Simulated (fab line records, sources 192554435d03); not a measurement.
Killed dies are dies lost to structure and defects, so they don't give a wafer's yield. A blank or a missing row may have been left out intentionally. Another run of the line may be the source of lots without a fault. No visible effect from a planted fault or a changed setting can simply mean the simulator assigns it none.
Code-filled problem report in 8D (eight disciplines) form	flow n5 finfet	the parts of the form that need people (team, actions taken, sign-off) are left out

1. WHAT IS WRONG
IOFF_P_LONG at N5_BEOL_M4_RC_MEAS_101 reads a mean of 0.000178 nA/um on 2 wafers of 1 lot; wafers without a fault read 0.000104 nA/um with a standard deviation of 7.3e-06. That puts it +10 standard deviations away from the usual mean.
The first sign was on wafer L595.1 at day 10 10:39, on prober-02. Wafers with a number at this step in the record: 14, from 5 lots. Rule for "out" (also "out of limits"): further than 4 standard deviations from the usual mean. The other wafers with a number count as sound.

2. WHAT IT IS, WHAT IT ISN'T
question	is	is not
which readings at this step	IOFF_P_LONG, VT_P, VT_P_LONG	DIBL_N, DIBL_P, IOFF_N, ION_N, SS_N, SS_P, VT_N
which lots	L595	L585, L590, L591, L603
which wafers of those lots	all that have a number	-
read on which gauges	prober-02	prober-01
when	from day 10 10:39	up to then (9 sound wafers); but 3 sound wafers of L603 came after

3. THE SUSPECTS, EACH WITH WHAT RULES IT OUT
Counting: any tool at a process step up to the reading is kept as a suspect provided that every lot that is out went through it and no sound lot did after the first of them.
- the gauge at N5_BEOL_M4_RC_MEAS_101: kept. All the wafers that are out were read on prober-02, and no step on other tools shows them out.
- ald hk-01 at N5_HKMG_FIN_HK_ALD_01 (deposits HfO2, target thk 1.6 nm, pulse time 3 s, purge time 3 s): ruled out as a lasting fault. Following L595 (day 6 09:40), the first lot on it that is out, the sound lots L603 were run on it.
- ald hk-03 at N5_HKMG_FIN_ALD_74 (deposits La2O3, target thk 0.5 nm, pulse time 6 s, co reactant pulse time 1 s): kept. It ran the lot that is out, L595 (day 6 10:04), and no sound lot after that; its last sound lot up to then is L591 (day 5 11:26).
- rie diel-04 at N5_HKMG_FIN_DESCUM_53 (chemistry O2, time 7.9 s): kept. It ran the lot that is out, L595 (day 6 10:42), and no sound lot after that; its last sound lot up to then is L585 (day 3 23:11).
- rie diel-04 at N5_HKMG_FIN_STRIP_57 (strips in CF4): kept. It ran the lot that is out, L595 (day 6 10:59), and no sound lot after that; its last sound lot up to then is L585 (day 3 23:28).
- rie diel-04 at N5_HKMG_FIN_ETCH_58 (etches SOC in N2/H2, target depth 215.8 nm, time 741 s): kept. It ran the lot that is out, L595 (day 6 11:01), and no sound lot after that; its last sound lot up to then is L585 (day 3 23:29).
- plasma asher-01 at N5_HKMG_FIN_STRIP_60 (strips in N2/H2, time 360 s): ruled out as a lasting fault. Following L595 (day 6 11:35), the first lot on it that is out, the sound lots L603 were run on it.
Left after counting: ald hk-03 at N5_HKMG_FIN_ALD_74, rie diel-04 at N5_HKMG_FIN_DESCUM_53, rie diel-04 at N5_HKMG_FIN_STRIP_57, rie diel-04 at N5_HKMG_FIN_ETCH_58, prober-02 at N5_BEOL_M4_RC_MEAS_101.

4. THE CAUSE (what the simulator had put in)
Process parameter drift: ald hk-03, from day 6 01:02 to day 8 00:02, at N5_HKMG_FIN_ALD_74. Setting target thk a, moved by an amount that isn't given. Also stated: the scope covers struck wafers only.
Counting left 5 suspects, and this tool is among them.

5. THE CHAIN OF EFFECTS, in route order
Rows list readings where the struck wafers' mean (over those with a number) sits beyond 3 standard deviations from the usual. Only readings for which the record gives a usual standard deviation are gone through. hours: the time from each lot's start at the first step in this table that gives one to its start at this step, as a median over the lots. sigmas: the change in usual standard deviations.
hours	step	reading	usual	on struck wafers	change	sigmas
0	N5_BEOL_M4_RC_MEAS_101	IOFF_P_LIN	0.096 nA/um	0.166	+0.070	+4.1
0	N5_BEOL_M4_RC_MEAS_101	IOFF_P_LONG	0.000104 nA/um	0.000178	+0.000074	+10
0	N5_BEOL_M4_RC_MEAS_101	VT_N_LVT	101 mV	118	+18	+3.8
0	N5_BEOL_M4_RC_MEAS_101	VT_P	-251 mV	-232	+18	+5.4
0	N5_BEOL_M4_RC_MEAS_101	VT_P_LONG	-275.6 mV	-256.1	+19.6	+8.5

6. WHAT WOULD HAVE CAUGHT IT SOONER
106 hours passed between the start of the fault at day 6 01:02 and the first reading out of limits at a measuring or inspecting step in this record, taken at day 10 10:39.
No tool reading at N5_HKMG_FIN_ALD_74 that has a usual standard deviation in the record was out on any struck wafer, so an alarm limit of 4 standard deviations on those readings would not have fired.
By day 10 10:39 the whole set of lots that are out, 1 in number, had already begun N5_HKMG_FIN_ALD_74 on ald hk-03. A hold on the tool at that time would have spared none of them.
